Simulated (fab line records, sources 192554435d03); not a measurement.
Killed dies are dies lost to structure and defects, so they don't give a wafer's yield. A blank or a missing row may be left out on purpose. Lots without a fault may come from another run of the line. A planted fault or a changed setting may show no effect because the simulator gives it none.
Chamber matching | flow n5_finfet | N5_FIN_SAQP_PECVD_47 on pecvd-01: 3 sister chambers
The step deposits a-Si from SiH4/He, target thk 45 nm, time 36.3 s. 14 wafers are shown with their chamber, then 7 later ones without.

WAFERS WITH THEIR CHAMBER
wafer  | chamber | showerhead_plenum_p_Torr (Torr) | throttle_valve_pct (%) | heater_power_outer_w (W)
L074.2 | 1       | 5.65                            | 18.7                   | 514
L074.3 | 1       | 5.65                            | 18.4                   | 515
L074.6 | 2       | 5.72                            | 17.5                   | 466
L080.1 | 2       | 5.72                            | 17.5                   | 471
L080.2 | 1       | 5.66                            | 18.5                   | 499
L080.6 | 2       | 5.73                            | 17.4                   | 451
L082.4 | 1       | 5.65                            | 19.0                   | 526
L082.5 | 2       | 5.73                            | 17.5                   | 466
L082.6 | 1       | 5.66                            | 18.7                   | 535
L087.1 | 2       | 5.71                            | 17.6                   | 426
L087.2 | 1       | 5.66                            | 18.6                   | 492
L087.6 | 1       | 5.65                            | 18.4                   | 506
L092.4 | 0       | 5.65                            | 17.1                   | 568
L092.5 | 0       | 5.65                            | 17.0                   | 554

SIGNATURES (means of the wafers above)
reading                  | chamber 0 | chamber 1 | chamber 2 | scatter within a chamber
showerhead_plenum_p_Torr | 5.6500    | 5.6543    | 5.7220    | 0.00641
throttle_valve_pct       | 17.050    | 18.614    | 17.500    | 0.163
heater_power_outer_w     | 561.00    | 512.43    | 456.00    | 15.9
Rule: a wafer's distance from a chamber is the root of the sum, over the readings, of the square of ((its reading less the chamber's mean) divided by the reading's scatter). The wafer belongs to the nearest chamber; if the next one is less than 2 further off, it can't be placed. The scatter: the root of (the sum of the squares of (reading less its chamber's mean) over the shown wafers, divided by (wafers less chambers)).

WAFERS WITHOUT THEIR CHAMBER
wafer  | showerhead_plenum_p_Torr (Torr) | throttle_valve_pct (%) | heater_power_outer_w (W)
L092.6 | 5.67                            | 19.0                   | 549
L094.1 | 5.70                            | 16.4                   | 462
L094.2 | 5.66                            | 18.7                   | 492
L094.3 | 5.66                            | 17.3                   | 469
L097.1 | 5.66                            | 17.1                   | 575
L097.5 | 5.65                            | 17.1                   | 570
L097.6 | 5.65                            | 18.6                   | 555

WHICH CHAMBER EACH WENT THROUGH
wafer  | from the rows above | in truth
L092.6 | 1                   | 1
L094.1 | 2                   | 2
L094.2 | 1                   | 1
L094.3 | 0                   | 0
L097.1 | 0                   | 0
L097.5 | 0                   | 0
L097.6 | 1                   | 1
Placed correctly: 7 of 7. Can't be placed from these rows: 0. Placed wrongly: 0.
